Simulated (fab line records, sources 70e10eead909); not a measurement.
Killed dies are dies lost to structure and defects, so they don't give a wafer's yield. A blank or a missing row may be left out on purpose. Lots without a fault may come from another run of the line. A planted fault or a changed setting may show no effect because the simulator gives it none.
Chamber matching | flow nand_harc | NHARC_P_M1_CMP_23 on cmp-02: 4 sister chambers
The step polishes, t overpolish 20 s, target thk 157.82 nm. 18 wafers are shown with their chamber, then 9 later ones without.

WAFERS WITH THEIR CHAMBER
wafer  | chamber | motor_current_A (A) | time_to_endpoint_s (s) | retaining_ring_pressure_frac
L076.1 | 3       | 12.7                | 29.2                   | 1.000
L076.5 | 0       | 11.8                | 27.5                   | 1.005
L076.6 | 1       | 13.8                | 27.0                   | 0.990
L081.2 | 3       | 12.7                | 28.3                   | 1.000
L081.3 | 0       | 11.9                | 27.0                   | 1.006
L081.4 | 2       | 12.2                | 31.2                   | 0.996
L080.1 | 3       | 12.0                | 25.0                   | 1.000
L080.5 | 0       | 12.1                | 24.2                   | 1.003
L080.6 | 3       | 12.9                | 28.2                   | 1.000
L087.1 | 3       | 12.6                | 27.2                   | 0.999
L087.3 | 1       | 13.6                | 25.4                   | 0.997
L087.5 | 0       | 12.1                | 25.8                   | 0.997
L088.3 | 1       | 14.0                | 27.5                   | 1.003
L088.5 | 3       | 12.7                | 30.3                   | 1.001
L088.6 | 2       | 12.1                | 32.2                   | 0.999
L090.1 | 2       | 11.7                | 33.4                   | 0.989
L090.2 | 0       | 12.3                | 28.7                   | 0.995
L090.6 | 0       | 12.6                | 29.4                   | 1.000

SIGNATURES (means of the wafers above)
reading                      | chamber 0 | chamber 1 | chamber 2 | chamber 3 | scatter within a chamber
motor_current_A              | 12.133    | 13.800    | 12.000    | 12.600    | 0.282
time_to_endpoint_s           | 27.100    | 26.633    | 32.267    | 28.033    | 1.68
retaining_ring_pressure_frac | 1.00100   | 0.99667   | 0.99467   | 1.00000   | 0.00412
Rule: a wafer's distance from a chamber is the root of the sum, over the readings, of the square of ((its reading less the chamber's mean) divided by the reading's scatter). The wafer belongs to the nearest chamber; if the next one is less than 2 further off, it can't be placed. The scatter: the root of (the sum of the squares of (reading less its chamber's mean) over the shown wafers, divided by (wafers less chambers)).

WAFERS WITHOUT THEIR CHAMBER
wafer  | motor_current_A (A) | time_to_endpoint_s (s) | retaining_ring_pressure_frac
L095.1 | 12.9                | 28.3                   | 1.005
L095.2 | 12.1                | 31.4                   | 0.999
L095.4 | 12.3                | 32.6                   | 0.999
L096.3 | 14.2                | 30.2                   | 0.995
L096.5 | 13.3                | 30.8                   | 1.003
L096.6 | 12.2                | 33.0                   | 1.003
L097.1 | 11.9                | 33.1                   | 1.002
L097.5 | 12.4                | 33.5                   | 1.003
L097.6 | 12.9                | 30.2                   | 1.006

WHICH CHAMBER EACH WENT THROUGH
wafer  | from the rows above          | in truth
L095.1 | can't be placed: 3 or 0      | 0
L095.2 | can't be placed: 2 or 0 or 3 | 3
L095.4 | can't be placed: 2 or 3 or 0 | 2
L096.3 | 1                            | 1
L096.5 | can't be placed: 3 or 1 or 0 | 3
L096.6 | can't be placed: 2 or 3 or 0 | 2
L097.1 | can't be placed: 2 or 0      | 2
L097.5 | can't be placed: 2 or 3 or 0 | 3
L097.6 | can't be placed: 3 or 0      | 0
Placed correctly: 1 of 9. Can't be placed from these rows: 8 (the true chamber is among the candidates in 8). Placed wrongly: 0.
